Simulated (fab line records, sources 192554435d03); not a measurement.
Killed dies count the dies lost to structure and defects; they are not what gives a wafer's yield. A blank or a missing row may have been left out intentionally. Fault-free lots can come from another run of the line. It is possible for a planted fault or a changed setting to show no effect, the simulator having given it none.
Chamber matching | flow n5 finfet | N5_BEOL_M6_CURE_75 on uv cure-03: 3 sister chambers
The step cures SiCOH lowk, time 120 s. 3 wafers are shown with their chamber, then 6 later ones without.

WAFERS PAIRED WITH THEIR CHAMBERS
wafer  | chamber | wafer_temp_C_max
L629.6 | 2       | 372.6
L636.6 | 1       | 372.0
L639.6 | 0       | 371.2

WAFERS WITHOUT THEIR CHAMBER
wafer  | wafer_temp_C_max
L642.2 | 371.5
L642.3 | 371.2
L642.4 | 371.5
L643.2 | 372.7
L643.3 | 372.4
L643.6 | 373.5

WHICH CHAMBER EACH ONE RAN IN
wafer  | from the rows above          | in truth
L642.2 | can't be placed: 0 or 1 or 2 | 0
L642.3 | can't be placed: 0 or 1      | 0
L642.4 | can't be placed: 0 or 1 or 2 | 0
L643.2 | can't be placed: 2 or 1      | 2
L643.3 | can't be placed: 2 or 1      | 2
L643.6 | can't be placed: 2 or 1      | 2
0 of 6 placed correctly. From these rows, 6 cannot be placed; in 6 the true chamber is one of the candidates. Number placed wrongly: 0.
How it was worked out, from the rows above alone: a wafer's distance from a chamber is the root of the sum, over the readings, of the square of ((its reading less the chamber's mean) divided by the reading's scatter). The wafer belongs to the nearest chamber; if the next one is less than 2 further off, it can't be placed. The mean given for a chamber averages the wafers shown for that chamber. The scatter (one wafer shown for each chamber): square how far every hidden wafer sits from the nearest shown wafer, average those squares and take the square root.
